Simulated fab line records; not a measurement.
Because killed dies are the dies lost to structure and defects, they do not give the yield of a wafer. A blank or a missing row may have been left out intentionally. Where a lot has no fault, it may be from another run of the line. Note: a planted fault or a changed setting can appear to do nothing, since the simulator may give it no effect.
Split-lot study	flow n5_finfet	on a route of 1938 steps: 7 lots, 21 wafers read

== ABOUT THE SPLIT ==
At N5_BEOL_M5_COAT_22 (resist thk 30 nm), the setting spin_rpm was moved away from the recipe's 1500 rpm on 8 of the 21 wafers read, by -7.1% to +9.5%. For the rest of the wafers, this setting stayed at what the recipe calls for.

The reading comes from the split's own step.

== THE READING ==
CAR-EUV_of_BEOL_M5_COAT_22.thk_nm (the simulator's own value, which no gauge read), in nm, at N5_BEOL_M5_COAT_22 (resist thk 30 nm). There is no usual value for it anywhere in the file. Across the 13 wafers here that went through the recipe, the average is 30.0 nm and the standard deviation 0.084 nm.

wafer	tool, chamber at the split	spin_rpm as run, rpm	against the recipe	CAR-EUV_of_BEOL_M5_COAT_22.thk_nm, nm	against lot-mates on the recipe
L076.2	litho_track-02, 0	1500	recipe	30	-
L076.4	litho_track-02, 0	1500	recipe	29.8	-
L076.6	litho_track-02, 0	1500	recipe	29.8	-
L078.1	litho_track-02, 0	1643	+9.5%	28.6	-1.4
L078.3	litho_track-02, 0	1500	recipe	30	-
L078.6	litho_track-02, 0	1500	recipe	30	-
L079.2	litho_track-04, 0	1621	+8.1%	28.8	-1.2
L079.6	litho_track-04, 0	1621	+8.1%	28.8	-1.2
L079.5	litho_track-04, 0	1500	recipe	30	-
L083.3	litho_track-04, 0	1500	recipe	30	-
L083.5	litho_track-04, 0	1500	recipe	30	-
L083.6	litho_track-04, 0	1500	recipe	30	-
L086.1	litho_track-04, 0	1500	recipe	29.8	-
L086.5	litho_track-04, 0	1394	-7.1%	31	+1.2
L086.6	litho_track-04, 0	1394	-7.1%	31	+1.2
L094.2	litho_track-03, 0	1566	+4.4%	29.2	-0.8
L094.3	litho_track-03, 0	1500	recipe	30	-
L094.6	litho_track-03, 0	1566	+4.4%	29.4	-0.6
L096.2	litho_track-03, 0	1500	recipe	30	-
L096.6	litho_track-03, 0	1500	recipe	30	-
L096.5	litho_track-03, 0	1422	-5.2%	30.8	+0.8

FIT RESULTS
A straight line over all 21 wafers: CAR-EUV_of_BEOL_M5_COAT_22.thk_nm changes by -0.146 nm for each +1% of spin_rpm; r = -0.99; the points scatter about the line by 0.08 nm.
The same after taking each lot's own level away (the mean of its wafers on the recipe; 21 wafers): -0.156 nm for each +1%; r = -1.00; scatter 0.063 nm.
According to that fit, moving spin_rpm by its largest amount changes the reading by 1.5 nm.
From 29.80 to 30.00 nm: that is the span of the lots' own levels, equal to 2.4 times the standard deviation above.
Hence the lot-to-lot level has little effect on the slope; both slopes agree.
Check: for one of the wafers moved furthest among these (+9.5%), held out of the fit, the line's prediction against its lot-mates is -1.49 nm. It came out at -1.4 nm against them.

== OTHER SPLITS APPLIED TO THESE WAFERS ==
Other splits were also applied to these wafers ahead of the reading. Each is held against what the fit with the lots' levels taken away leaves over:
other split on the same wafers	wafers away from the commonest value	r with CAR-EUV_of_BEOL_M5_COAT_22.thk_nm (lot level and that fit taken away)
N5_BEOL_M3_ETCH_41 target_depth_a	5	-0.11
N5_BEOL_M5_ETCH_72 bias_w	7	-0.25

== FILE'S OWN FIT ==
CAR-EUV_of_BEOL_M5_COAT_22.thk_nm changes by -0.154 nm for each +1% of spin_rpm, r = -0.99.
